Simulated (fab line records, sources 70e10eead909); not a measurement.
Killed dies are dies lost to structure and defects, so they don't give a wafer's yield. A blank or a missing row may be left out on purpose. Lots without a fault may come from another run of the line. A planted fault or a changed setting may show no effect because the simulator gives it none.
fab line records | flow nand_harc
record lots=6 wafers=18 last_day=24
route steps=1159 shown THIN_TSV@1140 END@1159
lots that met no fault: from a run of the same line without faults
start_h: hours from the record's first day to the start of the lot's first wafer shown | wait_h: hours since the lot's step before | " the same as in the row above | L1.1+2: a row that stands for several wafers | - no value, or no start given | * or withheld: withheld | < > ~ a bound
route shown NAME@n: a module of which the file shows steps, and the number in the route of the first | usual: mean/standard deviation of fault-free wafers | same: alike in all rows | chamber/n: place in a boat | sites: the reading at each site | _std_site: their standard deviation | _edge_site: outer sites' mean less inner sites' | radius_mm: how far each site lies from the wafer's centre | mask NAME#n: copy n | behind: the tool/chamber that last shaped the wafer | hold: why the lot was held/for how many hours/how that ended | device: the transistor (n, p or np) that didn't switch | end of line: the same wafers' tests at the end of the route | a step without rows: its recipe alone | killed: dies lost to structure and defects at the first sort, not the wafer's yield | map: a wafer's dies, x killed, . not, _ none there
set.NAME: the setting as run; set.NAME@STEP: as run at that earlier step | model.NAME: the simulator's own value behind a step, which no gauge read
lots at some steps of the route; a table a step, a row a wafer
services: from which hour (start_h, from the record's first day; less than 0 if before it) a tool's chamber was out of use, for how many hours, and why
## steps
# step NHARC_THIN_TSV_DEHYDRATE_25
# recipe temp_c=150 time_s=120
# step NHARC_THIN_TSV_HMDS_26
# recipe time_s=30
# step NHARC_THIN_TSV_COAT_27
# recipe spin_rpm=*
# step NHARC_THIN_TSV_SOFTBAKE_28
# recipe temp_c=122 time_s=95
# step NHARC_THIN_TSV_EBR_29
# step NHARC_THIN_TSV_EXPOSE_30
# recipe na=0.55 dose_mj=11.47 mask_id=PAD
# step NHARC_THIN_TSV_PEB_31
# recipe peb_temp_c=118 peb_time_s=85
# step NHARC_THIN_TSV_DEVELOP_32
# recipe time_s=70
# step NHARC_THIN_TSV_CD_MEAS_33
# recipe target_cd_nm=5000 landing_energy_ev=500
# usual cd_nm=4999.8/1.9
# same landing_energy_ev=500
# columns lot.wafer tool chamber start_h wait_h cd_nm
L846.4 cd_sem-02 0 472.68 - 5002.1
L846.5 " 0 " " 5001.8
L846.6 " 0 " " 5002.5
L848.2 cd_sem-01 0 491.19 - 5000.1
L848.3 " 0 " " 5000.4
L848.6 " 0 " " 5000.5
L857.1 cd_sem-02 0 546.83 - 5000.6
L857.3 " 0 " " 4998.5
L857.5 " 0 " " 5000.2
L861.1 cd_sem-02 0 547.99 - 5000.2
L861.3 " 0 " " 5000.9
L861.5 " 0 " " 5000.6
L855.2 cd_sem-03 0 556.79 - 5004.5
L855.4 " 0 " " 5001.4
L855.5 " 0 " " 5002.2
L860.2 cd_sem-02 0 557.83 - 4997.8
L860.3 " 0 " " 4998.2
L860.5 " 0 " " 4998.9
# step NHARC_THIN_TSV_HARDBAKE_34
# recipe temp_c=125 time_s=80
# step NHARC_THIN_TSV_DESCUM_35
# recipe time_s=3 o2_flow_sccm=200 ar_flow_sccm=0 bias_power_w=0 chemistry=O2
# usual drypump_motor_current_A=5.5/0.41 oes_product_au=1.003/0.0086 rf_vpp_V=57.6/0.86 showerhead_plenum_p_Torr=1.88/0.07 throttle_valve_pct=11.313/0.0092
# columns lot.wafer tool chamber start_h wait_h drypump_motor_current_A oes_product_au rf_hours_counter_h rf_vpp_V showerhead_plenum_p_Torr throttle_valve_pct
L846.4 rie_diel-02 0 472.86 - 5.2 1.011 16 57.9 1.84 11.313
L846.6 " 2 " " 5.3 1.009 - 58.9 1.77 11.313
L846.5 " 3 " " 5.9 1.012 - 56.6 1.85 11.315
L848.3 rie_diel-10 0 491.36 - 5.0 1.005 10 58.6 2.01 11.307
L848.2 " 1 " " 5.6 1.000 10 57.8 1.83 11.303
L848.6 " 3 " " 5.0 1.005 - 58.2 1.91 11.304
L857.3 rie_diel-08 2 546.99 - 6.0 1.001 4 58.5 1.93 11.325
L857.1 " 1 " " 5.3 1.000 4 57.4 1.81 11.329
L857.5 " 2 " " 6.0 1.005 - 58.4 1.93 11.311
L861.1 rie_diel-10 2 548.15 - 6.4 1.007 1 56.2 1.98 11.313
L861.3 " 1 " " 5.6 0.999 0 56.2 1.83 11.299
L861.5 " 3 " " 5.0 1.016 - 58.5 1.91 11.326
L855.2 rie_diel-08 3 556.98 - 5.5 0.989 4 56.3 1.91 11.313
L855.4 " 0 " " 5.7 0.996 5 57.4 1.94 11.328
L855.5 " 2 " " 6.0 0.996 - 57.4 1.93 11.295
L860.2 rie_diel-08 0 557.99 - 5.6 0.999 5 58.8 1.94 11.320
L860.3 " 1 " " 5.3 0.997 5 56.5 1.81 11.333
L860.5 " 1 " " 5.3 1.004 - 57.7 1.81 11.326
# step NHARC_THIN_TSV_ETCH_59
# recipe target_depth_a=8800 icp_w=900 bias_w=100 Cl2_flow_sccm=60 bcl3_flow_sccm=30 time_s=138.1 chemistry=Cl2/BCl3
# usual drypump_motor_current_A=5.9/0.45 oes_product_au=1.003/0.0077 throttle_valve_pct=22.265/0.0092
# columns lot.wafer tool chamber start_h wait_h drypump_motor_current_A oes_product_au rf_hours_counter_h throttle_valve_pct
L846.4 rie_metal-03 0 473.07 0.2 6.0 1.005 - 22.275
L846.5 " 1 " " 6.8 0.998 - 22.266
L846.6 " 0 " " 6.0 0.999 - 22.272
L848.2 rie_metal-02 0 491.48 0.1 5.5 1.008 2.7 22.247
L848.3 " 0 " " 5.5 1.000 - 22.267
L848.6 " 0 " " 5.5 1.002 - 22.264
L857.1 rie_metal-03 1 547.15 0.1 6.8 1.003 2.2 22.265
L857.3 " 0 " " 6.1 1.013 - 22.231
L857.5 " 1 " " 6.8 1.005 - 22.264
L861.1 rie_metal-01 1 548.28 0.1 5.9 1.000 1.2 22.273
L861.3 " 0 " " 5.7 1.009 - 22.270
L861.5 " 0 " " 5.7 0.997 - 22.252
L855.2 rie_metal-03 1 557.08 0.1 6.8 0.990 2.4 22.269
L855.4 " 1 " " 6.8 1.000 - 22.261
L855.5 " 0 " " 6.0 1.006 - 22.264
L860.2 rie_metal-01 0 558.15 0.2 5.7 1.006 1.5 22.263
L860.3 " 0 " " 5.7 0.999 - 22.272
L860.5 " 0 " " 5.7 0.997 - 22.255
# step NHARC_THIN_TSV_ETCH_36
# recipe target_depth_a=650 over_etch_frac=0.3 time_s=18.571 ion_energy_ev=150 chemistry=Cl2/BCl3
# usual drypump_motor_current_A=5.9/0.45 oes_product_au=1.003/0.0072
# same over_etch_frac=0.3
# columns lot.wafer tool chamber start_h wait_h drypump_motor_current_A oes_product_au rf_hours_counter_h
L846.4 rie_metal-03 1 473.24 0.1 6.7 0.993 -
L846.5 " 0 " " 6.0 0.997 -
L846.6 " 1 " " 6.8 0.995 -
L848.2 rie_metal-02 0 491.74 0.2 5.5 1.007 2.9
L848.3 " 1 " " 5.4 0.996 -
L848.6 " 1 " " 5.4 1.003 -
L857.1 rie_metal-03 1 547.38 0.2 6.8 1.004 2.3
L857.3 " 1 " " 6.8 1.011 -
L857.5 " 0 " " 6.0 0.837 -
L861.1 rie_metal-01 1 548.54 0.2 5.9 1.002 1.4
L861.3 " 1 " " 5.9 1.008 -
L861.5 " 0 " " 5.7 0.992 -
L855.2 rie_metal-03 1 557.34 0.2 6.8 0.842 2.6
L855.4 " 0 " " 6.0 0.831 -
L855.5 " 1 " " 6.8 0.824 -
L860.2 rie_metal-01 1 558.38 0.2 5.9 1.005 1.6
L860.3 " 0 " " 5.7 1.002 -
L860.5 " 0 " " 5.7 0.994 -
# step NHARC_THIN_TSV_STRIP_56
# recipe power_w=1500 temp_c=250 chemistry=O2
# usual drypump_motor_current_A=6.1/0.31 heater_power_w=318/17
# columns lot.wafer tool chamber start_h wait_h drypump_motor_current_A heater_power_w rf_hours_counter_h
L846.4 plasma_asher-02 0 473.41 0.2 5.9 300 -
L846.6 " 0 " " 6.0 310 -
L846.5 " 1 " " 6.6 305 -
L848.2 plasma_asher-01 0 492.10 0.4 5.8 343 10
L848.3 " 0 " " 5.8 344 -
L848.6 " 0 " " 5.8 350 -
L857.1 plasma_asher-01 0 547.69 0.3 5.8 347 32
L857.3 " 1 " " 5.8 328 -
L857.5 " 0 " " 5.8 344 -
L861.1 plasma_asher-02 0 548.64 0.1 6.0 297 1
L861.3 " 1 " " 6.6 299 -
L861.5 " 1 " " 6.6 305 -
L855.2 plasma_asher-02 1 557.44 0.1 6.6 298 3
L855.4 " 1 " " 6.6 297 -
L855.5 " 0 " " 5.9 299 -
L860.2 plasma_asher-01 1 558.53 0.1 5.8 328 34
L860.3 " 1 " " 5.8 322 -
L860.5 " 0 " " 5.8 336 -
# step NHARC_END_SORT_01
# recipe temp_c=25
# usual defect_limited_yield=95.7/1.5 killed_at_array=25/9.8 killed_at_other=0.8/1.1 killed_at_periphery=3.3/2.1 killed_dies=29/10 killed_open=3.3/1.8 killed_short=1.9/1.4 sort_bin_2_pct=1.3/0.6 sort_bin_3_pct=0.25/0.23 sort_bin_4_pct=2.8/0.97 sort_n_pass=648/10 sort_rim_yield_pct=95/3.2 sort_yield_pct=95.7/1.5
# same gross_dies=677 sort_bin_5_pct[%]=0 sort_bin_6_pct[%]=0 sort_bin_7_pct[%]=0 sort_bin_8_pct[%]=0 sort_rim_n_gross=106.00
# columns lot.wafer tool chamber start_h wait_h defect_limited_yield[%] killed_at_array killed_at_other killed_at_periphery killed_dies killed_open killed_short sort_bin_2_pct[%] sort_bin_3_pct[%] sort_bin_4_pct[%] sort_n_pass sort_rim_yield_pct[%] sort_yield_pct[%]
L846.4 prober-02 0 490.61 3.4 97.6 14 0 2 16 3 3 0.6 0 1.8 661 98 97.6
L846.5 prober-02 0 491.42 3.7 96.6 20 0 3 23 0 1 0.6 0.74 2.1 654 96 96.6
L846.6 prober-02 0 492.23 4.0 96.5 21 0 3 24 3 3 0.9 0 2.7 653 95 96.5
# killed by level:class
L846.4 A_CHANNEL_HOLE_D1:chamber_film_flake=4 A_STAIRCASE:chamber_film_flake=3 A_M0:geometric_particle:open=2 P_GATE:geometric_particle:short=1 P_CONTACT:geometric_particle:open=1 A_CHANNEL_FILL_D1:geometric_particle:short=1 A_WL_FILL:geometric_particle:short=1 A_CHANNEL_FILL_D1:chamber_film_flake=1
L846.5 A_CHANNEL_HOLE_D1:chamber_film_flake=12 P_STI:chamber_film_flake=3 A_ZERO_WELL:chamber_film_flake=2 A_WL_FILL:chamber_film_flake=2 A_CONTACT:chamber_film_flake=2 A_CONTACT:geometric_particle:short=1 A_STAIRCASE:chamber_film_flake=1
L846.6 A_STAIRCASE:chamber_film_flake=8 A_CHANNEL_HOLE_D1:chamber_film_flake=6 A_WL_FILL:chamber_film_flake=2 P_CONTACT:geometric_particle:open=1 P_M1:geometric_particle:short=1 A_CHANNEL_FILL_D1:geometric_particle:open=1 A_STAIRCASE:geometric_particle:short=1 A_SGD_CUT:geometric_particle:short=1
## services
# columns tool chamber start_h hours kind
rie_diel-02 3 451.06 3.0 repair
plasma_asher-01 - 453.00 9.0 pm
plasma_asher-01 0 453.00 9.0 vent_cycle
plasma_asher-01 1 453.00 9.0 vent_cycle
rie_metal-03 - 453.00 9.0 pm
rie_metal-03 0 453.00 9.0 vent_cycle
rie_metal-03 1 453.00 9.0 vent_cycle
rie_diel-02 1 456.85 2.5 repair
rie_metal-03 0 462.00 - clean
rie_metal-03 1 462.00 - clean
rie_diel-08 - 478.82 9.0 pm
plasma_asher-01 - 484.49 3.4 repair
rie_diel-02 0 492.53 2.7 repair
rie_diel-02 1 495.84 4.4 repair
rie_diel-02 - 504.86 9.0 pm
rie_metal-01 - 509.00 9.0 pm
rie_metal-01 0 509.00 9.0 vent_cycle
rie_metal-01 1 509.00 9.0 vent_cycle
rie_metal-01 0 518.00 - clean
rie_metal-01 1 518.00 - clean
rie_diel-10 - 530.53 9.0 pm
plasma_asher-02 - 537.55 9.0 pm
rie_diel-02 0 542.04 8.0 repair
rie_diel-02 2 550.23 3.1 repair
## key
first_sign step=NHARC_THIN_TSV_ETCH_36 reading=oes_product_au direction=down sigmas=23 usual=1.003 struck=0.834
effect none on later readings
met_at NHARC_THIN_TSV_ETCH_36
struck_wafers L855.2,L855.4,L855.5,L857.5
onset_between 473.24 547.38
fault kind=process_parameter_drift tool=rie_metal-03 chamber=- onset_h=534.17 steps=NHARC_THIN_TSV_ETCH_36 channel=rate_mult offset=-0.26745 shape=step end_h=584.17 scope=struck_wafers_only
